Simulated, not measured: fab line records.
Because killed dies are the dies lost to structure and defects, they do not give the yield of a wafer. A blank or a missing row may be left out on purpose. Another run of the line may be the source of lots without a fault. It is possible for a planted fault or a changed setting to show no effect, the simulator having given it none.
Struck lot and sound lot, side by side / flow nand harc / 14 out of 1302 route steps
Sound: the wafers L386.1, L386.2, L386.5. Struck: wafer L382.6 (left out: L382.2, L382.5 of the same lot, which were not struck); the cause appears at the end.
Each step with rows lists, per side, the tool, then ch with its chambers, then its first start. Under that, the readings that differ: sound wafers / struck wafers / difference of the means / sigmas: that difference in standard deviations of wafers without a fault.
alike: words and numbers the same on both sides, and readings whose means are apart by under 2 such deviations; not compared: readings that were withheld, readings missing a value for some wafer, numbers with overlapping values and no deviation given by the record, and bounds like >300 which may hide the same value.
The two part at a step that has a row with sigmas, a row that says differs or no value, or rows on one side only. When numbers do not overlap yet have no deviation, they are printed without sigmas and do not part them. A reading missing from all wafers of one side parts the sides only when that side holds two or more wafers.

NHARC_P_STI_ETCH_42: etches the open film in N2/H2, target depth 80 nm, overetch 24 nm, time 61 s.
  sound on rie diel-07 ch 0,3, day 8 15:28; struck on rie diel-04 ch 0, day 6 23:35
  alike: drypump motor current A, n2 flow sccm, oes product au, rf vpp V, showerhead plenum p Torr, throttle valve pct
  not compared: rf hours counter h
NHARC_P_STI_ETCH_31: etches the open film in CF4/CHF3, target depth 108.9 nm, time 54.5 s.
  sound: rie diel-07 ch 0,1,3; struck: rie diel-04 ch 0
  alike: drypump motor current A, oes product au, rf vpp V, showerhead plenum p Torr, throttle valve pct
  not compared: rf hours counter h
NHARC_P_STI_ETCH_15: etches the open film in HBr/Cl2, target depth 300 nm, time 100.1 s.
  sound on rie si-06 ch 0,2, day 8 15:42; struck on rie si-01 ch 3, day 6 23:48
reading=oes product au (a.u.); sound=1.017 1.011 1.017; struck=0.985; difference=-0.030; sigmas=-2
  alike: drypump motor current A, hbr flow sccm, throttle valve pct
  not compared: rf hours counter h
NHARC_P_STI_CD_MEAS_16:
  sound on cd sem-01, day 8 15:52; struck on cd sem-01, day 6 23:56
  alike: cd nm
NHARC_P_STI_OCD_MEAS_17:
  sound on ocd-02, day 8 15:58; struck on ocd-02, day 7 00:01
reading=trench depth nm (nm); sound=307 309 309; struck=294; difference=-14; sigmas=-2
  alike: trench foot cd nm
then, 3 steps without rows for these wafers: NHARC_P_STI_STRIP_19 (strips in SPM, time 900 s); NHARC_P_STI_PRECLEAN_32 (cleans in SC1); NHARC_P_STI_SRD_23.
NHARC_P_STI_OCD_MEAS_43:
  sound on ocd-01, day 8 16:28; struck on ocd-01, day 7 00:38
reading=trench depth nm (nm); sound=307 310 309; struck=293; difference=-16; sigmas=-3
  alike: trench foot cd nm
then, 3 steps without rows for these wafers: NHARC_P_STI_OXIDE_33 (material SiO2, target thk 10 nm, ox time 281 s); NHARC_P_STI_HDPCVD_20 (deposits SiO2); NHARC_P_STI_ANNEAL_34 (time 1800 s).
NHARC_P_STI_CMP_21: polishes, t overpolish 20 s, target thk 380.67 nm.
  sound on cmp-03 ch 0,1, day 9 15:35; struck on cmp-04 ch 1, day 7 18:52
reading=overpolish run s (s); sound=20.011 19.998 20.005; struck=65.395; difference=+45.390; sigmas=+99 or more
reading=t overpolish s (s); sound=20 20 20; struck=65.378; difference=+45.378; sigmas=
  alike: motor current A, slurry filter dp kPa
after that, 1 step had no rows for these wafers: NHARC_END_SORT_01.

WHERE THEY PART
Earliest at NHARC_P_STI_ETCH_15; latest, in this record, at NHARC_P_STI_CMP_21.

WHY: the cause the simulator had injected
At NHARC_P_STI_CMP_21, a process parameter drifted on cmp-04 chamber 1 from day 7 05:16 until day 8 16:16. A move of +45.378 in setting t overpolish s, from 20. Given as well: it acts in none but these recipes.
